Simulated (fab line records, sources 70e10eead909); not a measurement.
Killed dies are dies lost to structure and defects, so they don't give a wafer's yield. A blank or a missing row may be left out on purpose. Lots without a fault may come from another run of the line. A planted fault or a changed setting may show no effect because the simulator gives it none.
fab line records | flow nand_harc
record lots=6 wafers=18 last_day=32
route steps=1302 shown P_M2@330 END@1302
lots that met no fault: from a run of the same line without faults
start_h: hours from the record's first day to the start of the lot's first wafer shown | wait_h: hours since the lot's step before | " the same as in the row above | L1.1+2: a row that stands for several wafers | - no value, or no start given | * or withheld: withheld | < > ~ a bound
route shown NAME@n: a module of which the file shows steps, and the number in the route of the first | usual: mean/standard deviation of fault-free wafers | same: alike in all rows | chamber/n: place in a boat | sites: the reading at each site | _std_site: their standard deviation | _edge_site: outer sites' mean less inner sites' | radius_mm: how far each site lies from the wafer's centre | mask NAME#n: copy n | behind: the tool/chamber that last shaped the wafer | hold: why the lot was held/for how many hours/how that ended | device: the transistor (n, p or np) that didn't switch | end of line: the same wafers' tests at the end of the route | a step without rows: its recipe alone | killed: dies lost to structure and defects at the first sort, not the wafer's yield | map: a wafer's dies, x killed, . not, _ none there
set.NAME: the setting as run; set.NAME@STEP: as run at that earlier step | model.NAME: the simulator's own value behind a step, which no gauge read
lots at some steps of the route; a table a step, a row a wafer
services: from which hour (start_h, from the record's first day; less than 0 if before it) a tool's chamber was out of use, for how many hours, and why
## steps
# step NHARC_P_M2_INSPECT_11
# usual raw_defect_count=5/3.5
# columns lot.wafer tool chamber start_h wait_h raw_defect_count
L734.1 defect_inspect-02 - 209.44 0.0 8
L734.3 " - " " 0
L734.6 " - " " 1
L736.1 defect_inspect-01 - 235.07 0.0 6
L736.3 " - " " 3
L736.4 " - " " 7
L737.1 defect_inspect-01 - 237.71 0.0 8
L737.2 " - " " 6
L737.4 " - " " 11
L744.1 defect_inspect-02 - 312.23 0.0 8
L744.5 " - " " 6
L744.6 " - " " 11
L745.1 defect_inspect-02 - 326.31 0.0 3
L745.3 " - " " 3
L745.4 " - " " 2
L747.2 defect_inspect-01 - 334.11 0.0 12
L747.4 " - " " 12
L747.5 " - " " 15
# step NHARC_P_M2_DESCUM_14
# recipe time_s=3 o2_flow_sccm=200 ar_flow_sccm=0 bias_power_w=0 chemistry=O2
# step NHARC_P_M2_ETCH_35
# recipe target_depth_a=400 overetch_a=120 time_s=43.94 ion_energy_ev=200 n2_flow_sccm=150 h2_flow_sccm=150 ar_flow_sccm=0 rf_w=400 bias_w=150 chemistry=N2/H2
# usual chamber_pressure_mTorr=29.999/0.029 drypump_motor_current_A=5.7/0.42 mfc_ar_sccm=0.008/0.0096 oes_product_au=0.999/0.0093 rf_fwd_power_W=394.6/1.8 rf_vpp_V=429.8/2.9 showerhead_plenum_p_Torr=2.01/0.099 throttle_valve_pct=14.171/0.0093
# columns lot.wafer tool chamber start_h wait_h chamber_pressure_mTorr drypump_motor_current_A mfc_ar_sccm oes_product_au rf_fwd_power_W rf_hours_counter_h rf_vpp_V showerhead_plenum_p_Torr throttle_valve_pct
L734.3 rie_diel-06 1 209.59 0.1 30.006 5.0 0.024 1.017 397.8 2.5 430.2 2.07 14.168
L734.1 " 2 " " 30.008 5.7 0 1.005 391.9 2.9 427.3 1.91 14.178
L734.6 " 1 " " 30.015 5.0 0.024 1.014 397.6 - 432.0 2.07 14.170
L736.3 rie_diel-11 2 235.24 0.1 30.079 6.4 0 1.005 393.4 7.7 428.8 1.97 14.164
L736.1 " 3 " " 30.037 4.9 0.022 0.991 395.5 9.5 427.5 1.93 14.194
L736.4 " 3 " " 29.987 4.9 0.022 1.001 396.5 - 428.4 1.93 14.168
L737.1 rie_diel-11 0 237.87 0.1 30.038 6.0 0.005 0.991 393.0 9.7 427.3 1.93 14.167
L737.2 " 2 " " 30.008 6.3 0 1.007 391.9 7.7 428.1 1.97 14.185
L737.4 " 2 " " 29.961 6.3 0 0.994 393.6 - 429.6 1.97 14.173
L744.1 rie_diel-11 1 312.39 0.1 29.962 5.6 0.005 0.997 395.8 1.2 430.5 2.04 14.177
L744.5 " 0 " " 30.010 5.9 0.005 1.008 395.7 - 426.7 1.92 14.172
L744.6 " 1 " " 29.977 5.6 0.005 0.996 394.4 - 430.6 2.04 14.172
L745.1 rie_diel-06 2 326.51 0.1 29.953 5.8 0 0.998 391.9 1.5 425.1 1.91 14.170
L745.4 " 2 " " 29.973 5.8 0 1.000 392.5 - 426.1 1.91 14.174
L745.3 " 3 " " 29.980 5.8 0 1.012 396.2 - 431.9 2.09 14.179
L747.2 rie_diel-12 0 334.27 0.1 30.015 5.7 0.004 0.993 394.0 2.8 427.8 1.91 14.178
L747.4 " 0 " " 30.026 5.6 0.004 0.989 393.3 - 426.7 1.91 14.166
L747.5 " 3 " " 29.977 6.1 0 0.991 395.3 - 427.8 1.93 14.160
# step NHARC_P_M2_ETCH_15
# recipe target_depth_a=1825 time_s=91.2 c4f8_flow_sccm=withheld ar_flow_sccm=400 rf_w=600 bias_w=300 chemistry=C4F8/Ar
# usual chamber_pressure_mTorr=25.000/0.024 oes_product_au=0.947/0.021 rf_fwd_power_W=595.0/2.3 rf_vpp_V=440/3
# columns lot.wafer tool chamber start_h wait_h chamber_pressure_mTorr oes_product_au rf_fwd_power_W rf_hours_counter_h rf_vpp_V
L734.1 rie_diel-06 3 - - 24.994 0.919 594.5 2.7 443
L734.3 " 1 " " 24.993 0.932 596.1 2.6 442
L734.6 " 0 " " 25.014 0.933 596.5 - 440
L736.1 rie_diel-11 0 - - 25.019 0.920 593.8 9.6 440
L736.3 " 2 " " 25.041 0.933 594.2 7.7 440
L736.4 " 2 " " 25.028 0.935 595.8 - 438
L737.2 rie_diel-11 0 - - 24.994 0.923 594.4 9.7 436
L737.1 " 2 " " 24.983 0.939 593.0 7.8 438
L737.4 " 2 " " 25.005 0.947 592.8 - 438
L744.1 rie_diel-11 2 - - 24.982 0.978 593.6 2.9 439
L744.5 " 1 " " 24.972 0.970 597.1 - 440
L744.6 " 2 " " 24.989 0.979 594.4 - 439
L745.1 rie_diel-06 2 326.63 0.1 25.008 0.957 593.7 1.5 436
L745.3 " 2 " " 25.010 0.953 593.4 - 437
L745.4 " 3 " " 25.004 0.947 593.4 - 442
L747.2 rie_diel-12 2 - - 24.993 0.950 592.6 2.8 443
L747.5 " 3 " " 24.973 0.951 596.3 - 436
L747.4 " 0 " " 24.967 0.956 597.8 - 436
# step NHARC_P_M2_CD_MEAS_16
# usual cd_nm=169.9/0.94
# columns lot.wafer tool chamber start_h wait_h cd_nm
L734.1 cd_sem-02 - 209.81 - 168.9
L734.3 " - " " 170.7
L734.6 " - " " 169.7
L736.1 cd_sem-02 - 235.49 - 170.0
L736.3 " - " " 168.7
L736.4 " - " " 168.1
L737.1 cd_sem-02 - 238.12 - 168.3
L737.2 " - " " 168.7
L737.4 " - " " 170.9
L744.1 cd_sem-02 - 312.60 - 169.7
L744.5 " - " " 168.1
L744.6 " - " " 168.6
L745.1 cd_sem-03 - 326.81 0.2 171.0
L745.3 " - " " 170.3
L745.4 " - " " 170.0
L747.2 cd_sem-01 - 334.52 - 169.6
L747.4 " - " " 170.4
L747.5 " - " " 169.9
# step NHARC_P_M2_STRIP_18
# recipe power_w=1000 n2_flow_sccm=150 h2_flow_sccm=150 ar_flow_sccm=0 bias_w=0 chemistry=N2/H2
# usual chamber_pressure_mTorr=30.000/0.026 drypump_motor_current_A=5.7/0.4 mfc_ar_sccm=0.007/0.009 oes_product_au=0.997/0.0084 rf_fwd_power_W=997.1/2.8 rf_vpp_V=90.5/1 showerhead_plenum_p_Torr=2.01/0.098 throttle_valve_pct=14.171/0.0088
# columns lot.wafer tool chamber start_h wait_h chamber_pressure_mTorr drypump_motor_current_A mfc_ar_sccm oes_product_au rf_fwd_power_W rf_hours_counter_h rf_vpp_V showerhead_plenum_p_Torr throttle_valve_pct
L734.3 rie_diel-12 2 209.88 0.1 30.004 6.0 0 0.998 993.1 5.5 91.7 2.11 14.164
L734.1 " 0 " " 30.008 5.7 0.004 0.995 996.4 4.0 89.5 1.91 14.166
L734.6 " 3 " " 30.012 6.0 0 0.994 996.2 - 90.0 1.93 14.168
L736.1 rie_diel-12 3 235.60 0.1 30.036 6.0 0 0.999 1000.3 6.5 89.8 1.93 14.173
L736.3 " 0 " " 30.011 5.6 0.004 0.996 996.2 5.8 90.7 1.91 14.176
L736.4 " 3 " " 30.048 6.1 0 0.988 1001.6 - 89.4 1.93 14.139
L737.1 rie_diel-12 2 238.19 0.1 30.051 6.0 0 1.005 995.0 6.7 90.0 2.11 14.173
L737.2 " 0 " " 29.974 5.6 0.004 1.007 1000.3 5.9 89.6 1.91 14.168
L737.4 " 1 " " 30.011 5.3 0.016 0.989 995.7 7.1 92.2 2.19 14.172
L744.1 rie_diel-12 1 312.75 0.2 29.969 5.2 0.016 1.000 995.6 1.1 92.5 2.19 14.162
L744.5 " 2 " " 29.967 6.0 0 0.993 995.1 - 91.4 2.10 14.171
L744.6 " 3 " " 30.008 6.0 0 0.996 993.8 - 91.8 1.93 14.175
L745.1 rie_diel-12 0 326.89 0.1 29.988 5.7 0.004 1.001 999.0 2.1 90.6 1.91 14.179
L745.4 " 1 " " 30.031 5.2 0.016 1.000 998.6 2.3 91.5 2.19 14.169
L745.3 " 2 " " 30.028 6.0 0 0.989 994.2 2.4 90.0 2.10 14.178
L747.4 rie_diel-11 2 334.59 0.1 29.970 6.3 0 0.997 998.2 4.0 88.2 1.97 14.170
L747.2 " 1 " " 30.006 5.6 0.005 0.987 999.1 2.0 92.6 2.04 14.178
L747.5 " 3 " " 30.031 4.9 0.022 0.995 996.7 - 91.1 1.93 14.171
# step NHARC_P_M2_ETCH_28
# recipe target_depth_a=300 over_etch_frac=0.3 time_s=72.99 ion_energy_ev=150 cf4_flow_sccm=50 n2_flow_sccm=100 ar_flow_sccm=150 rf_w=300 bias_w=100 chemistry=CF4/N2
# step NHARC_P_M2_STRIP_19
# recipe time_s=600 temp_c=30 chemistry=post_etch_residue_remover
# step NHARC_P_M2_DEGAS_29
# recipe temp_c=250 time_s=60
# step NHARC_P_M2_PRE_CLEAN_30
# recipe time_s=30 temp_c=280 gas=H2/He
# step NHARC_P_M2_PVD_20
# recipe target_thk_a=50 bias_v=168.6 power_w=15000 chamber_pressure_pa=0.12 time_s=8.06 substrate_temp_c=50 material=TaN
# usual chamber_pressure_pa=0.12/0.00022 throttle_valve_pct=29.9/1.2
# columns lot.wafer tool chamber start_h wait_h chamber_pressure_pa throttle_valve_pct
L734.3 pvd_sputter-01 - - - 0.12007 30.4
L734.1 " - " " 0.12 29.2
L734.6 " - " " 0.12018 30.4
L736.1 pvd_sputter-01 - - - 0.11998 28.7
L736.4 " - " " 0.12029 30.3
L736.3 " - " " 0.11999 30.5
L737.2 pvd_sputter-01 - - - 0.12003 28.6
L737.1 " - " " 0.11994 30.3
L737.4 " - " " 0.12001 30.5
L744.1 pvd_sputter-03 - - - 0.12025 30.0
L744.6 " - " " 0.1201 30.0
L744.5 " - " " 0.11982 27.8
L745.1 pvd_sputter-03 - - - 0.12024 27.5
L745.3 " - " " 0.1197 30.3
L745.4 " - " " 0.12005 29.7
L747.2 pvd_sputter-01 - - - 0.11994 30.6
L747.4 " - " " 0.11995 31.7
L747.5 " - " " 0.11983 28.7
# step NHARC_P_M2_PVD_21
# recipe target_thk_a=300 chamber_pressure_pa=5 power_w=5000 substrate_temp_c=30 time_s=20.49 material=Cu
# usual chamber_pressure_pa=5.000/0.0096 throttle_valve_pct=29.9/1.2
# columns lot.wafer tool chamber start_h wait_h chamber_pressure_pa throttle_valve_pct
L734.1 pvd_sputter-01 - - - 4.999 30.3
L734.3 " - " " 5.003 31.3
L734.6 " - " " 4.995 30.8
L736.1 pvd_sputter-01 - - - 4.999 28.7
L736.4 " - " " 5.007 30.3
L736.3 " - " " 4.991 30.5
L737.4 pvd_sputter-01 - - - 5.003 32.0
L737.1 " - " " 4.990 30.6
L737.2 " - " " 5.010 30.3
L744.1 pvd_sputter-03 - - - 5.006 29.8
L744.5 " - " " 5.019 30.2
L744.6 " - " " 5.000 27.6
L745.1 pvd_sputter-03 - - - 4.996 27.5
L745.4 " - " " 5.005 30.4
L745.3 " - " " 4.995 29.9
L747.4 pvd_sputter-01 - - - 4.999 30.3
L747.2 " - " " 5.008 32.3
L747.5 " - " " 4.987 28.7
# step NHARC_P_M2_ECD_22
# recipe target_thk_a=4000 bath_temp_c=25 material=Cu
# usual bath_temp_c=24.99/0.099
# columns lot.wafer tool chamber start_h wait_h bath_temp_c
L734.1 ecd_cu-01 1 210.88 - 25.02
L734.3 " 1 " " 24.98
L734.6 " 0 " " 25.02
L736.1 ecd_cu-02 0 236.63 - 25.01
L736.4 " 0 " " 25.10
L736.3 " 1 " " 24.93
L737.2 ecd_cu-02 1 239.19 - 25.10
L737.1 " 0 " " 25.09
L737.4 " 0 " " 25.04
L744.1 ecd_cu-01 1 313.73 - 24.93
L744.6 " 0 " " 25.09
L744.5 " 1 " " 24.97
L745.1 ecd_cu-01 1 328.08 - 24.97
L745.3 " 1 " " 25.06
L745.4 " 0 " " 25.08
L747.2 ecd_cu-02 1 335.64 - 25.01
L747.4 " 0 " " 25.10
L747.5 " 0 " " 25.14
# step NHARC_P_M2_ANNEAL_31
# recipe temp_c=225 time_s=90
# step NHARC_P_M2_CMP_23
# recipe t_overpolish_s=20 target_thk_nm=144.3
# usual motor_current_A=12.1/1 slurry_filter_dp_kPa=13.51/0.14 time_to_endpoint_s=29.2/2.4
# same t_overpolish_s=20
# columns lot.wafer tool chamber start_h wait_h motor_current_A slurry_filter_dp_kPa time_to_endpoint_s
L734.1 cmp-02 0 211.70 - 13.6 13.54 26.2
L734.3 " 3 " " 13.7 13.54 31.6
L734.6 " 0 " " 12.8 13.62 29.7
L736.1 cmp-04 3 237.60 - 10.5 13.49 29.6
L736.3 " 0 " " 11.2 13.58 31.6
L736.4 " 2 " " 12.6 13.58 28.4
L737.4 cmp-04 2 240.08 - 13.5 13.50 26.8
L737.1 " 0 " " 11.1 13.45 26.9
L737.2 " 1 " " 11.6 13.50 29.0
L744.1 cmp-04 1 314.45 - 12.4 13.50 14.6
L744.5 " 3 " " 10.7 13.50 11.5
L744.6 " 0 " " 11.0 13.42 30.1
L745.1 cmp-01 3 328.85 - 11.7 13.52 11.7
L745.3 " 0 " " 12.4 13.66 15.4
L745.4 " 1 " " 12.1 13.58 27.4
L747.4 cmp-02 2 336.32 - 11.0 13.51 24.2
L747.2 " 1 " " 11.9 13.48 27.7
L747.5 " 2 " " 12.3 13.62 28.9
# step NHARC_P_M2_THK_MEAS_24
# recipe thk_meas_gauge=xrf
# usual thk_nm=144.6/1.4
# columns lot.wafer tool chamber start_h wait_h thk_nm
L734.1 film_metro-01 - 212.02 - 145.2
L734.3 " - " " 145.6
L734.6 " - " " 144.6
L736.1 film_metro-01 - 237.91 - 144.7
L736.3 " - " " 147.1
L736.4 " - " " 144.6
L737.1 film_metro-01 - 240.40 - 146.8
L737.2 " - " " 142.9
L737.4 " - " " 143.0
L744.1 film_metro-01 - 314.71 - 142.5
L744.5 " - " " 142.3
L744.6 " - " " 144.9
L745.1 film_metro-01 - 329.16 - 144.8
L745.3 " - " " 146.6
L745.4 " - " " 145.1
L747.2 film_metro-01 - 336.64 - 143.7
L747.4 " - " " 143.2
L747.5 " - " " 144.6
# step NHARC_END_SORT_01
# recipe temp_c=25
# usual defect_limited_yield=91.6/2.8 killed_at_array=52/18 killed_at_other=0.6/0.83 killed_at_periphery=4.3/2.8 killed_dies=57/19 killed_open=3.4/2 killed_short=2.5/1.7 sort_bin_2_pct=3.0/1.1 sort_bin_3_pct=0.6/0.41 sort_bin_4_pct=4.7/1.6 sort_n_pass=620/19 sort_rim_yield_pct=91/3.7 sort_yield_pct=91.6/2.8
# same gross_dies=677 sort_bin_5_pct[%]=0 sort_bin_6_pct[%]=0 sort_bin_7_pct[%]=0 sort_bin_8_pct[%]=0 sort_rim_n_gross=106.00
# columns lot.wafer tool chamber start_h wait_h defect_limited_yield[%] killed_at_array killed_at_other killed_at_periphery killed_dies killed_open killed_short sort_bin_2_pct[%] sort_bin_3_pct[%] sort_bin_4_pct[%] sort_n_pass sort_rim_yield_pct[%] sort_yield_pct[%]
L734.1 prober-02 0 645.62 2.5 89.7 68 0 2 70 1 3 3.4 1.0 5.9 607 87 89.7
L734.3 prober-02 0 647.19 3.1 91.1 59 1 0 60 1 1 3.1 0.7 5.0 617 92 91.1
L734.6 prober-02 0 649.55 3.9 90.7 62 0 1 63 2 1 4.0 0.4 4.9 614 88 90.7
L737.1 prober-02 0 658.43 2.5 87.6 77 1 6 84 6 1 4.4 0.9 7.1 593 85 87.6
L737.2 prober-02 0 659.22 2.8 88.8 69 1 6 76 6 4 5.6 0.9 4.7 601 85 88.8
L737.4 prober-02 0 660.81 3.4 88.9 64 0 11 75 2 2 4.0 1.3 5.8 602 89 88.9
L744.1 prober-01 0 731.30 2.5 89.8 62 0 7 69 5 1 3.1 1.0 6.1 608 91 89.8
L744.5 prober-01 0 734.57 3.8 89.7 66 0 4 70 3 0 3.5 0.6 6.2 607 91 89.7
L744.6 prober-01 0 735.38 4.1 88.2 72 2 6 80 3 2 4.3 2.1 5.5 597 91 88.2
# killed by level:class
L734.1 A_CHANNEL_HOLE_D2:chamber_film_flake=36 A_SLIT:chamber_film_flake=20 A_CONTACT:chamber_film_flake=6 A_SGD_CUT:geometric_particle:short=2 A_CHANNEL_FILL_D1:geometric_particle:short=1 A_WL_FILL:geometric_particle:open=1 P_GATE:chamber_film_flake=1 P_BONDPAD:chamber_film_flake=1
L734.3 A_CHANNEL_HOLE_D2:chamber_film_flake=29 A_SLIT:chamber_film_flake=16 A_CONTACT:chamber_film_flake=9 A_ONON_D1:geometric_particle:short=1 A_M0:geometric_particle:open=1 A_CHANNEL_HOLE_D1:chamber_film_flake=1 A_CHANNEL_FILL_D2:chamber_film_flake=1 A_WL_FILL:chamber_film_flake=1
L734.6 A_CHANNEL_HOLE_D2:chamber_film_flake=35 A_SLIT:chamber_film_flake=20 A_CONTACT:chamber_film_flake=3 A_CHANNEL_HOLE_D1:chamber_film_flake=2 P_CONTACT:geometric_particle:open=1 A_CHANNEL_FILL_D1:geometric_particle:short=1 A_SGD_CUT:geometric_particle:open=1
L737.1 A_CHANNEL_HOLE_D1:chamber_film_flake=32 A_SLIT:chamber_film_flake=18 A_CONTACT:chamber_film_flake=10 A_CHANNEL_HOLE_D2:chamber_film_flake=8 P_CONTACT:chamber_film_flake=3 A_DECK1_JOINT:geometric_particle:open=2 P_CONTACT:geometric_particle:open=1 A_ONON_D1:geometric_particle:open=1
L737.2 A_CHANNEL_HOLE_D1:chamber_film_flake=31 A_SLIT:chamber_film_flake=14 A_CHANNEL_HOLE_D2:chamber_film_flake=8 A_CONTACT:chamber_film_flake=6 A_CHANNEL_FILL_D2:chamber_film_flake=3 A_DECK1_JOINT:geometric_particle:short=2 A_CHANNEL_FILL_D2:geometric_particle:short=2 P_STI:chamber_film_flake=2
L737.4 A_CHANNEL_HOLE_D1:chamber_film_flake=30 A_SLIT:chamber_film_flake=11 A_CHANNEL_HOLE_D2:chamber_film_flake=9 A_CONTACT:chamber_film_flake=9 P_STI:chamber_film_flake=5 P_CONTACT:chamber_film_flake=2 A_STAIRCASE:chamber_film_flake=2 P_M0:geometric_particle:short=1
L744.1 A_CHANNEL_HOLE_D1:chamber_film_flake=29 A_SLIT:chamber_film_flake=18 A_STAIRCASE:chamber_film_flake=5 P_CONTACT:chamber_film_flake=3 A_CONTACT:chamber_film_flake=3 P_GATE:chamber_film_flake=2 P_M0:geometric_particle:open=1 A_SOURCE_PLATE:geometric_particle:open=1
L744.5 A_CHANNEL_HOLE_D1:chamber_film_flake=32 A_SLIT:chamber_film_flake=20 A_STAIRCASE:chamber_film_flake=6 A_WL_FILL:chamber_film_flake=3 A_CONTACT:chamber_film_flake=3 P_CONTACT:chamber_film_flake=2 P_CONTACT:geometric_particle:open=1 A_CHANNEL_FILL_D1:geometric_particle:open=1
L744.6 A_CHANNEL_HOLE_D1:chamber_film_flake=37 A_SLIT:chamber_film_flake=16 A_STAIRCASE:chamber_film_flake=7 A_CONTACT:chamber_film_flake=5 P_CONTACT:chamber_film_flake=4 THIN_TSV:chamber_film_flake=2 A_ONON_D1:geometric_particle:open=1 A_CHANNEL_FILL_D1:geometric_particle:short=1
## services
# columns tool chamber start_h hours kind
pvd_sputter-01 - 209.65 0.5 repair
cmp-04 - 210.60 4.0 pm
cmp-02 - 217.30 68.5 repair
pvd_sputter-01 - 226.00 10.0 pm
rie_diel-12 2 232.34 4.2 repair
rie_diel-11 1 234.94 5.4 repair
cmp-04 - 242.07 2.6 repair
ecd_cu-02 - 244.00 8.0 pm
ecd_cu-01 - 246.11 6.2 repair
rie_diel-11 - 255.50 9.0 pm
rie_diel-12 - 268.40 9.0 pm
rie_diel-06 3 271.23 15.6 repair
rie_diel-06 2 272.44 3.1 repair
rie_diel-11 1 275.85 8.7 repair
rie_diel-06 0 280.91 45.9 repair
cmp-04 - 287.24 10.4 repair
rie_diel-11 2 302.48 3.4 repair
rie_diel-06 - 307.92 9.0 pm
rie_diel-12 - 308.23 2.7 repair
cmp-04 - 308.60 4.0 pm
cmp-02 - 317.82 3.9 repair
ecd_cu-02 - 330.52 0.3 repair
rie_diel-12 1 333.85 8.8 repair
ecd_cu-01 - 336.35 8.0 pm
## key
first_sign step=NHARC_P_M2_CMP_23 reading=time_to_endpoint_s direction=down sigmas=6.6 usual=* struck=*
effect none on later readings
met_at NHARC_P_M2_ECD_22
struck_wafers L744.1,L744.5,L745.1,L745.3
onset_between 210.88 313.73
fault kind=process_parameter_drift tool=ecd_cu-01 chamber=1 onset_h=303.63 steps=NHARC_P_M2_ECD_22 channel=target_thk_a offset=* shape=step end_h=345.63 acts_in=* stated=*
